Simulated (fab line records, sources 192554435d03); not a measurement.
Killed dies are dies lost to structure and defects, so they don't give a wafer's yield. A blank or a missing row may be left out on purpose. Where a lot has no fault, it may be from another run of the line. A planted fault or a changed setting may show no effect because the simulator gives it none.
fab line records	flow n5Finfet
[record] lots = 7	wafers = 18	lastDay = 17
route steps=1938 shown BEOL_M6@1248 PASSIVATION@1936
lots with no fault: from the same line, run without faults
startH: the number of hours between the record's first day and the start of the first shown wafer of the lot	waitH: how many hours have passed since the lot's step before this one	" unchanged from the row above	L1.1+2: one row covering several wafers at once	- either no value or no given start	* or withheld: withheld	< > ~ a bound
route shown NAME@n: NAME is a module with steps in the file, n the number in the route of the first one	usual: mean/standard deviation taken from wafers without a fault	same: alike in all rows	chamber/n: place in a boat	sites: the reading at each site	_std_site: standard deviation of those values	_edge_site: mean of outer sites minus mean of inner sites	radiusMm: for every site, how far away it sits from the centre of the wafer	mask NAME#n: copy n	behind: tool/chamber where the wafer was last shaped	hold: cause of the lot's hold/its duration in hours/its outcome	device: transistor that didn't switch, given as n, p or np	end of line: the same wafers' tests at the end of the route	for a step that has no rows: nothing shown but its recipe	killed: not the wafer's yield, but the dies lost to structure and defects at the first sort	map: a wafer's dies, marking killed ones x, the rest . and places with no die _
set.NAME: setting as actually run; set.NAME@STEP: the setting as run at that earlier step	model.NAME: the simulator's own value behind a step, which no gauge read
lots at some steps of the route; a table a step, a row a wafer
services: from which hour (startH, from the record's first day; less than 0 if before it) a tool's chamber was out of use, for how many hours, and why
[[steps]]
[step N5_BEOL_M6_CURE_75]
[recipe] tempC = 370	timeS = 120	ambient = DMADMS/He	material = SiCOH_lowk
[step N5_BEOL_M6_DEGAS_44]
[recipe] ambient = vacuum	tempC = 250	timeS = 60
[usual] heaterPowerW = 327/32
lot.wafer	tool	chamber	startH	waitH	heaterPowerW
L813.3	pvdSputter-03	-	201.81	0.5	301
L813.5	"	-	"	"	284
L813.6	"	-	"	"	305
L819.2	pvdSputter-03	-	232.48	0.9	289
L819.4	"	-	"	"	315
L819.5	"	-	"	"	308
L829.1	pvdSputter-02	-	293.52	1.6	347
L829.3	"	-	"	"	379
L830.3	pvdSputter-02	-	305.62	1.6	292
L830.5	"	-	"	"	341
L831.1	pvdSputter-03	-	311.74	0.6	295
L831.2	"	-	"	"	312
L833.2	pvdSputter-02	-	316.37	0.4	287
L833.3	"	-	"	"	351
L833.6	"	-	"	"	376
L834.1	pvdSputter-02	-	324.99	0.3	349
L834.2	"	-	"	"	380
L834.6	"	-	"	"	350
[step N5_BEOL_M6_PRE_CLEAN_45]
[recipe] gas = H2/He	timeS = 30	tempC = 250
[usual] heaterPowerW = 328/34
lot.wafer	tool	chamber	startH	waitH	heaterPowerW
L813.3	pvdSputter-03	-	201.85	0.0	305
L813.5	"	-	"	"	292
L813.6	"	-	"	"	300
L819.2	pvdSputter-03	-	232.52	0.0	290
L819.4	"	-	"	"	313
L819.5	"	-	"	"	313
L829.1	pvdSputter-02	-	293.56	0.0	353
L829.3	"	-	"	"	376
L830.3	pvdSputter-02	-	305.66	0.0	296
L830.5	"	-	"	"	353
L831.1	pvdSputter-03	-	311.78	0.0	305
L831.2	"	-	"	"	322
L833.2	pvdSputter-02	-	316.41	0.0	292
L833.3	"	-	"	"	359
L833.6	"	-	"	"	374
L834.1	pvdSputter-02	-	325.03	0.0	351
L834.2	"	-	"	"	370
L834.6	"	-	"	"	339
[step N5_BEOL_M6_ALD_77]
[recipe] material = TaN	targetThkA = 20	tempC = 275	aldPrecursorFamily = PDMAT	aldCoReactant = NH3	pressureTorr = 3	carrierFlowSccm = 1500	pulseTimeS = 2	purgeTimeS = 3	coReactantPurgeTimeS = 2	coReactantPulseTimeS = 3	aldCycles = 40	precursorVesselTempC = 75	precursorVesselPressureTorr = 26.25	precursorVesselCarrierSccm = 1000
[usual] heaterPowerW = 450/64
lot.wafer	tool	chamber	startH	waitH	heaterPowerW
L813.3	aldMetal-01	1	201.91	0.0	380
L813.5	"	1	"	"	368
L813.6	"	2	"	"	607
L819.2	aldMetal-02	0	232.81	0.3	469
L819.4	"	3	"	"	486
L819.5	"	1	"	"	390
L829.1	aldMetal-04	2	293.62	0.0	370
L829.3	"	0	"	"	449
L830.3	aldMetal-01	1	305.77	0.1	376
L830.5	"	1	"	"	374
L831.1	aldMetal-01	0	311.86	0.1	459
L831.2	"	3	"	"	444
L833.2	aldMetal-04	1	316.47	0.0	421
L833.3	"	3	"	"	449
L833.6	"	2	"	"	376
L834.1	aldMetal-04	2	325.10	0.0	354
L834.2	"	1	"	"	403
L834.6	"	0	"	"	442
[step N5_BEOL_M6_SURFACE_TREAT_79]
[recipe] gas = Ar	timeS = *	ionEnergyEv = *	ionCurrentMaCm2 = 0.5	pressureMtorr = *	arFlowSccm = 30
[usual] pressureMtorr = *	throttleValvePct = *
lot.wafer	tool	chamber	startH	waitH	pressureMtorr	throttleValvePct
L813.3	pvdSputter-01	-	202.31	0.3	*	*
L813.5	"	-	"	"	*	*
L813.6	"	-	"	"	*	*
L819.2	pvdSputter-02	-	234.29	1.4	*	*
L819.4	"	-	"	"	*	*
L819.5	"	-	"	"	*	*
L829.1	pvdSputter-02	-	293.94	0.2	*	*
L829.3	"	-	"	"	*	*
L830.3	pvdSputter-02	-	306.10	0.2	*	*
L830.5	"	-	"	"	*	*
L831.1	pvdSputter-01	-	312.20	0.2	*	*
L831.2	"	-	"	"	*	*
L833.2	pvdSputter-01	-	316.81	0.2	*	*
L833.3	"	-	"	"	*	*
L833.6	"	-	"	"	*	*
L834.1	pvdSputter-03	-	325.45	0.2	*	*
L834.2	"	-	"	"	*	*
L834.6	"	-	"	"	*	*
[step N5_BEOL_M6_CVD_78]
[recipe] material = Co	targetThkA = 20	tempC = withheld	precursor = CCTBA/H2	pressureTorr = 30	timeS = 142.3
[step N5_BEOL_M6_SPUTTER_48]
[recipe] material = Cu	targetThkA = 100	tempC = -20	biasV = 60	powerW = 26000	chamberPressurePa = 0.13	timeS = 1.667
[step N5_BEOL_M6_ECD_50]
[recipe] material = Cu	targetThkA = 3000
[step N5_BEOL_M6_ANNEAL_51]
[recipe] tempC = 225	timeS = 90	ambient = N2
[step N5_BEOL_M6_CMP_52]
[recipe] stopOn = SiCOH_lowk	tOverpolishS = 6.9	downForcePsi = 1	platenRpm = 50	clearingPlatenDownForcePsi = 1.5	clearingPlatenRpm = 50	postCmpClean = cuAlkaline	targetThkNm = 80	clearingPlatenPadVelocityMS = 0.99484	padVelocityMS = 0.99484
[usual] barrierFieldEndpointS = 29.1/0.8	clearingPlatenRpm = 50.00/0.031	motorCurrentA = 5.8/0.68	overpolishRunS = 6.900/0.01	timeToEndpointS = 62/3.6
lot.wafer	tool	chamber	startH	waitH	barrierFieldEndpointS	clearingPlatenRpm	motorCurrentA	overpolishRunS	timeToEndpointS
L813.3	cmp-04	2	204.45	0.2	28.9	50.00	7.3	6.896	60
L813.6	"	1	"	"	28.4	50.00	6.8	6.879	57
L813.5	"	2	"	"	27.5	49.94	7.2	6.902	58
L819.4	cmp-03	2	235.11	0.1	29.5	50.01	6.0	6.912	61
L819.2	"	3	"	"	28.4	50.01	4.9	6.922	62
L819.5	"	3	"	"	29.6	49.98	4.7	6.909	62
L829.3	cmp-04	3	295.50	0.2	28.8	49.99	5.9	6.914	60
L829.1	"	2	"	"	28.5	49.98	7.0	6.915	59
L830.3	cmp-01	1	307.18	0.2	29.0	50.04	6.5	6.903	63
L830.5	"	2	"	"	30.1	49.97	6.1	6.905	67
L831.2	cmp-01	3	313.24	0.3	30.0	50.00	5.7	6.895	64
L831.1	"	0	"	"	29.5	50.02	5.1	6.895	66
L833.2	cmp-04	2	317.86	0.2	28.6	49.95	6.9	6.913	60
L833.3	"	0	"	"	28.1	50.01	5.1	6.908	58
L833.6	"	3	"	"	29.5	49.99	5.8	6.910	65
L834.1	cmp-04	3	327.57	0.3	28.1	50.00	5.9	6.899	58
L834.2	"	2	"	"	28.4	50.02	7.2	6.892	57
L834.6	"	0	"	"	28.9	49.93	5.1	6.891	56
[step N5_BEOL_M6_THK_MEAS_53]
[recipe] thkMeasGauge = xrf	reads = Cu_of_BEOL_M6_ECD_50
[usual] M6_THK = 80.0/2
lot.wafer	tool	chamber	startH	waitH	M6_THK[nm]
L813.3	filmMetro-01	-	204.71	-	79.7
L813.5	"	-	"	"	81.9
L813.6	"	-	"	"	77.4
L819.2	filmMetro-01	-	235.41	-	78.3
L819.4	"	-	"	"	77.9
L819.5	"	-	"	"	77.4
L829.1	filmMetro-01	-	295.79	-	82.2
L829.3	"	-	"	"	80.8
L830.3	filmMetro-01	-	307.48	-	79.1
L830.5	"	-	"	"	82.7
L831.1	filmMetro-02	-	313.46	-	79.4
L831.2	"	-	"	"	79.1
L833.2	filmMetro-01	-	318.16	-	79.2
L833.3	"	-	"	"	76.7
L833.6	"	-	"	"	78.2
L834.1	filmMetro-01	-	327.87	-	80.8
L834.2	"	-	"	"	77.5
L834.6	"	-	"	"	78.6
[step N5_BEOL_M6_PRE_CLEAN_55]
[recipe] gas = NH3	timeS = 15	tempC = withheld	rfPowerW = 300
[step N5_BEOL_M6_DEP_56]
[recipe] material = SiCN	targetThkA = 100	tempC = withheld	precursor = 3MS/NH3	pressureTorr = 3	rfW = 202	timeS = 17.5
[usual] showerheadPlenumPTorr = 3.659/0.016	throttleValvePct = 8.9/0.47
lot.wafer	tool	chamber	startH	waitH	showerheadPlenumPTorr	throttleValvePct	model.SiCN_of_BEOL_M6_DEP_56.thkNm
L813.3	pecvd-02	0	204.80	0.0	3.649	8.7	10
L813.5	"	2	"	"	3.677	9.8	9.8
L813.6	"	0	"	"	3.637	9.1	10
L819.2	pecvd-01	2	235.47	0.0	3.634	8.2	10.2
L819.4	"	0	"	"	3.658	9.6	10.2
L819.5	"	1	"	"	3.676	8.6	10.2
L829.1	pecvd-02	2	295.86	0.0	3.674	8.8	9.8
L829.3	"	0	"	"	3.644	8.7	5
L830.3	pecvd-02	2	307.54	0.0	3.673	8.7	5.2
L830.5	"	2	"	"	3.679	8.5	10.2
L831.1	pecvd-02	2	313.52	0.0	3.672	8.7	10
L831.2	"	1	"	"	3.648	9.0	5
L833.2	pecvd-01	0	318.22	0.0	3.664	9.7	9.8
L833.3	"	1	"	"	3.675	8.5	10
L833.6	"	2	"	"	3.626	8.2	10.2
L834.1	pecvd-03	1	327.93	0.0	3.678	9.0	9.6
L834.2	"	0	"	"	3.653	9.0	10
L834.6	"	1	"	"	3.672	9.1	9.8
[step N5_BEOL_M6_RS_MEAS_57]
[recipe] thkMeasGauge = four-point-probe	reads = Cu_of_BEOL_M6_ECD_50+Co_of_BEOL_M6_CVD_78+TaN_of_BEOL_M6_ALD_77
[usual] M6_RS = 0.283/0.0079
lot.wafer	tool	chamber	startH	waitH	M6_RS[ohm/sq]
L813.3	filmMetro-01	-	204.87	0.1	0.287
L813.5	"	-	"	"	0.278
L813.6	"	-	"	"	0.296
L819.2	filmMetro-01	-	235.54	0.1	0.291
L819.4	"	-	"	"	0.292
L819.5	"	-	"	"	0.294
L829.1	filmMetro-01	-	295.92	0.1	0.275
L829.3	"	-	"	"	0.280
L830.3	filmMetro-01	-	307.61	0.1	0.285
L830.5	"	-	"	"	0.271
L831.1	filmMetro-02	-	313.59	0.1	0.288
L831.2	"	-	"	"	0.288
L833.2	filmMetro-02	-	318.29	0.1	0.284
L833.3	"	-	"	"	0.295
L833.6	"	-	"	"	0.287
L834.1	filmMetro-02	-	328.00	0.1	0.283
L834.2	"	-	"	"	0.296
L834.6	"	-	"	"	0.290
[step N5_PASSIVATION_PROBE_49]
[usual] defectLimitedYield = 91.0/1.4	killed_at_M0_to_M3 = 35/10	killed_at_M4_up = 13/6	killedAtContacts = 13/6.4	killedAtFrontEnd = 42/12	killedAtOther = 3.2/2.4	killedDies = 107/17	killedOpen = 69/13	killedShort = 33/7.3	sort_bin_5_function = 5.3/0.92	sort_bin_6_memory = 3.3/0.66	sortNPass = 1073/17	sortYieldPct = 90.9/1.4
[same] grossDies = 1180	killedAtBackSide = 0	sort_bin_4_leakage[%] = 0	sort_bin_8_speed[%] = 0
lot.wafer	tool	chamber	startH	waitH	defectLimitedYield[%]	killed_at_M0_to_M3	killed_at_M4_up	killedAtContacts	killedAtFrontEnd	killedAtOther	killedDies	killedOpen	killedShort	sort_bin_5_function[%]	sort_bin_6_memory[%]	sortNPass	sortYieldPct[%]
L830.3	prober-02	-	392.14	0.1	88.8	50	7	8	66	1	132	92	35	6.0	4.7	1048	88.8
L830.5	prober-02	-	392.24	0.2	89.7	39	9	7	63	3	121	82	37	6.4	3.5	1059	89.7
// killed by level:class
L830.3 STI_FIN_REVEAL:geometricParticle:open=16 BEOL_M0_SAQP:geometricParticle:open=13 FIN_SAQP:geometricParticle:open=11 BEOL_M0_SAQP:geometricParticle:short=10 BEOL_M2:geometricParticle:open=10 DUMMY_GATE:geometricParticle:open=9 BEOL_M3:geometricParticle:open=9 FIN_SAQP:geometricParticle:short=7
L830.5 STI_FIN_REVEAL:geometricParticle:open=16 BEOL_M0_SAQP:geometricParticle:open=11 FIN_SAQP:geometricParticle:open=9 FIN_SAQP:geometricParticle:short=7 MOL_CONTACT_COAG:geometricParticle:open=7 BEOL_M0_SAQP:geometricParticle:short=7 BEOL_M1:geometricParticle:open=7 DUMMY_GATE:geometricParticle:open=6
[[services]]
tool	chamber	startH	hours	kind
cmp-04	-	186.80	5.9	pm
cmp-01	-	189.44	2.1	repair
pecvd-03	-	191.07	6.0	pm
aldMetal-02	1	192.06	3.8	repair
cmp-03	-	198.60	4.6	pm
pecvd-01	-	202.24	14.6	pm
cmp-03	-	204.47	0.6	repair
cmp-03	-	218.22	5.1	pm
cmp-01	-	223.82	5.5	pm
cmp-03	-	224.05	0.2	repair
pecvd-01	-	229.03	2.8	pm
pecvd-03	-	237.63	2.8	pm
pecvd-03	-	242.42	0.2	repair
aldMetal-04	-	245.53	8.7	pm
pecvd-01	-	249.04	1.0	repair
aldMetal-01	-	259.18	2.8	pm
cmp-04	-	263.94	6.4	repair
pecvd-01	-	292.99	1.4	repair
cmp-01	-	300.96	0.5	repair
cmp-04	-	310.87	5.1	repair
pecvd-02	-	318.85	1.7	repair
cmp-04	-	321.17	4.0	pm
cmp-01	-	323.62	0.4	repair
pecvd-01	2	323.79	6.3	repair
[[key]]
firstSign none at tools or gauges
[modelEffect] step = N5_BEOL_M6_DEP_56	value = SiCN_of_BEOL_M6_DEP_56.thkNm	without = 10	struck = 5.067
metAt N5_BEOL_M6_DEP_56
struckWafers L829.3,L830.3,L831.2
onsetBetween 204.80 295.86
[fault] kind = processParameterDrift	tool = pecvd-02	chamber = -	onsetH = 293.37	steps = N5_BEOL_M6_DEP_56	channel = timeS	offset = *	shape = step	endH = 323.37	scope = struckWafersOnly	actsIn = *	stated = *
